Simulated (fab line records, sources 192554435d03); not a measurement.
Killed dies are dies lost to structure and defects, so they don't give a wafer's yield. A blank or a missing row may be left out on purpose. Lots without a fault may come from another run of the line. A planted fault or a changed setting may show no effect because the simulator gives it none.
Chamber matching | flow n5_finfet | N5_BEOL_M4_PECVD_72 on pecvd-01: 3 sister chambers
The step deposits SiO2 from TEOS/O2, target thk 16 nm, time 18 s. 16 wafers are shown with their chamber, then 8 later ones without.

WAFERS WITH THEIR CHAMBER
wafer  | chamber | throttle_valve_pct (%) | showerhead_plenum_p_Torr (Torr) | heater_power_w (W)
L075.2 | 0       | 24.6                   | 8.87                            | 625
L075.3 | 2       | 19.9                   | 8.84                            | 798
L075.5 | 1       | 24.5                   | 8.87                            | 649
L077.1 | 0       | 24.8                   | 8.86                            | 729
L077.2 | 2       | 20.4                   | 8.83                            | 813
L077.5 | 2       | 20.2                   | 8.82                            | 837
L080.1 | 0       | 24.7                   | 8.87                            | 690
L080.3 | 2       | 20.1                   | 8.83                            | 751
L080.4 | 0       | 24.6                   | 8.88                            | 675
L079.2 | 2       | 20.3                   | 8.81                            | 765
L079.3 | 1       | 24.5                   | 8.88                            | 653
L079.4 | 0       | 25.0                   | 8.86                            | 787
L083.1 | 2       | 20.0                   | 8.83                            | 759
L083.3 | 0       | 25.0                   | 8.86                            | 727
L083.4 | 1       | 24.5                   | 8.87                            | 648
L095.1 | 1       | 24.4                   | 8.88                            | 631

SIGNATURES (means of the wafers above)
reading                  | chamber 0 | chamber 1 | chamber 2 | scatter within a chamber
throttle_valve_pct       | 24.783    | 24.475    | 20.150    | 0.164
showerhead_plenum_p_Torr | 8.8667    | 8.8750    | 8.8267    | 0.00862
heater_power_w           | 705.50    | 645.25    | 787.17    | 40.6
Rule: a wafer's distance from a chamber is the root of the sum, over the readings, of the square of ((its reading less the chamber's mean) divided by the reading's scatter). The wafer belongs to the nearest chamber; if the next one is less than 2 further off, it can't be placed. The scatter: the root of (the sum of the squares of (reading less its chamber's mean) over the shown wafers, divided by (wafers less chambers)).

WAFERS WITHOUT THEIR CHAMBER
wafer  | throttle_valve_pct (%) | showerhead_plenum_p_Torr (Torr) | heater_power_w (W)
L095.4 | 24.5                   | 8.85                            | 640
L095.5 | 24.6                   | 8.87                            | 632
L097.4 | 24.2                   | 8.87                            | 652
L097.5 | 20.2                   | 8.83                            | 725
L097.6 | 24.4                   | 8.86                            | 653
L096.2 | 20.2                   | 8.86                            | 675
L096.4 | 20.4                   | 8.82                            | 682
L096.6 | 24.6                   | 8.88                            | 559

WHICH CHAMBER EACH WENT THROUGH
wafer  | from the rows above     | in truth
L095.4 | can't be placed: 1 or 0 | 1
L095.5 | can't be placed: 1 or 0 | 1
L097.4 | 1                       | 1
L097.5 | 2                       | 2
L097.6 | can't be placed: 1 or 0 | 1
L096.2 | 2                       | 2
L096.4 | 2                       | 2
L096.6 | can't be placed: 1 or 0 | 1
Placed correctly: 4 of 8. Can't be placed from these rows: 4 (the true chamber is among the candidates in 4). Placed wrongly: 0.
